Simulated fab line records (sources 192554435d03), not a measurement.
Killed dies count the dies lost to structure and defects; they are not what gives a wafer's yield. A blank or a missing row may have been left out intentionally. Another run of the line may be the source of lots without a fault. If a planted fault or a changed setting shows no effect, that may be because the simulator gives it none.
Which tool is to blame? + flow n5Finfet + 11 lots with 33 wafers sampled at 6 steps, on a route of 1938 steps

WHAT EACH GAUGE READ, for each wafer
N5_BEOL_M14_INSPECT_12: inspects for defects (macro).
| lot  | measured     | on               | rawDefectCount |
|------|--------------|------------------|----------------|
| L075 | day 11 05:01 | defectInspect-02 | 0 1 4          |
| L077 | day 11 21:56 | defectInspect-02 | 2 4 1          |
| L079 | day 12 09:19 | defectInspect-01 | 1 2 4          |
| L081 | day 12 21:52 | defectInspect-02 | 2 1 2          |
| L082 | day 13 08:00 | defectInspect-01 | 1 2 1          |
| L084 | day 13 15:01 | defectInspect-02 | 5 3 4          |
| L087 | day 14 08:34 | defectInspect-02 | 2 2 3          |
| L090 | day 15 07:20 | defectInspect-01 | 1 0 3          |
| L092 | day 15 10:52 | defectInspect-01 | 0 3 3          |
| L094 | day 16 06:34 | defectInspect-02 | 0 0 3          |
| L096 | day 16 19:27 | defectInspect-01 | 0 0 2          |

WHAT TOOL EACH LOT RAN ON (gives the tool, then ch and the chambers of the sampled wafers, and finally the start)
| lot  | N5_BEOL_M13_STRIP_64                | N5_BEOL_M13_DESCUM_33             | N5_BEOL_M13_ETCH_68               | N5_BEOL_M13_DEGAS_41        | N5_BEOL_M14_ILD_DEP_00          |
|------|-------------------------------------|-----------------------------------|-----------------------------------|-----------------------------|---------------------------------|
| L075 | plasmaAsher-01 ch 0,1, day 10 19:40 | rieDiel-01 ch 1,2, day 10 21:14   | rieDiel-01 ch 1,2, day 10 21:26   | pvdSputter-01, day 11 02:58 | pecvd-01 ch 2, day 11 04:16     |
| L077 | plasmaAsher-01 ch 0,1, day 11 14:22 | rieDiel-01 ch 0,2,3, day 11 15:03 | rieDiel-01 ch 0,2,3, day 11 15:14 | pvdSputter-02, day 11 19:58 | pecvd-01 ch 0,2, day 11 21:16   |
| L079 | plasmaAsher-02 ch 0,1, day 12 05:05 | rieDiel-03 ch 0,1,3, day 12 05:47 | rieDiel-03 ch 0,1,3, day 12 05:58 | pvdSputter-01, day 12 06:59 | pecvd-03 ch 0,1,2, day 12 08:38 |
| L081 | plasmaAsher-02 ch 0,1, day 12 18:23 | rieDiel-02 ch 1,2, day 12 18:59   | rieDiel-02 ch 1,2, day 12 19:10   | pvdSputter-02, day 12 20:01 | pecvd-01 ch 0,2, day 12 21:19   |
| L082 | plasmaAsher-01 ch 0,1, day 13 02:25 | rieDiel-01 ch 1,2,3, day 13 03:07 | rieDiel-01 ch 1,2,3, day 13 03:17 | pvdSputter-02, day 13 05:46 | pecvd-01 ch 0,1,2, day 13 07:20 |
| L084 | plasmaAsher-02 ch 0,1, day 13 10:34 | rieDiel-01 ch 0,2,3, day 13 11:15 | rieDiel-01 ch 0,2,3, day 13 11:26 | pvdSputter-02, day 13 13:10 | pecvd-03 ch 0,1, day 13 14:28   |
| L087 | plasmaAsher-01 ch 0,1, day 14 02:14 | rieDiel-01 ch 0,2,3, day 14 02:47 | rieDiel-01 ch 0,2,3, day 14 02:58 | pvdSputter-01, day 14 06:25 | pecvd-03 ch 0,1,2, day 14 08:01 |
| L090 | plasmaAsher-01 ch 0,1, day 14 20:01 | rieDiel-02 ch 1,2,3, day 14 20:44 | rieDiel-02 ch 1,2,3, day 14 20:55 | pvdSputter-02, day 15 05:29 | pecvd-02 ch 0,1, day 15 06:47   |
| L092 | plasmaAsher-02 ch 0,1, day 15 02:00 | rieDiel-02 ch 0,1,3, day 15 02:34 | rieDiel-02 ch 0,1,3, day 15 02:45 | pvdSputter-01, day 15 06:56 | pecvd-01 ch 0,1,2, day 15 10:11 |
| L094 | plasmaAsher-02 ch 0,1, day 16 01:41 | rieDiel-01 ch 0,2,3, day 16 02:14 | rieDiel-01 ch 0,2,3, day 16 02:25 | pvdSputter-01, day 16 04:43 | pecvd-02 ch 1,2, day 16 06:01   |
| L096 | plasmaAsher-01 ch 0,1, day 16 15:25 | rieDiel-03 ch 1,2,3, day 16 16:01 | rieDiel-03 ch 1,2,3, day 16 16:11 | pvdSputter-01, day 16 17:16 | pecvd-01 ch 0,1, day 16 18:53   |
- N5_BEOL_M13_STRIP_64: strips in N2/H2.
- N5_BEOL_M13_DESCUM_33: chemistry O2, time 7.9 s.
- N5_BEOL_M13_ETCH_68: etches SOC in N2/H2, time 355 s.
- N5_BEOL_M13_DEGAS_41: time 60 s.
- N5_BEOL_M14_ILD_DEP_00: deposits SiO2 from TEOS/O2, target thk 1119.3 nm, time 237.4 s.

THE ANSWER, worked out from the rows above alone
Rule: the lots themselves supply what counts as usual. Put in order of their means at a reading, lots are off if they are a third of the lots or fewer, leave a main group of 4 or more, and stand apart from it by a gap of 3 or more times the standard deviation of the main group's means; of several such gaps the widest counts. If all means in a main group match to the digits the tables above print for the reading, that group is not used. Also off: a lot with no number at a reading for which 4 or more lots have one. All remaining lots with rows at the step are treated as sound.
None of the lots is off at any reading shown; this tells nothing.

WHAT WAS PUT IN BY THE SIMULATOR
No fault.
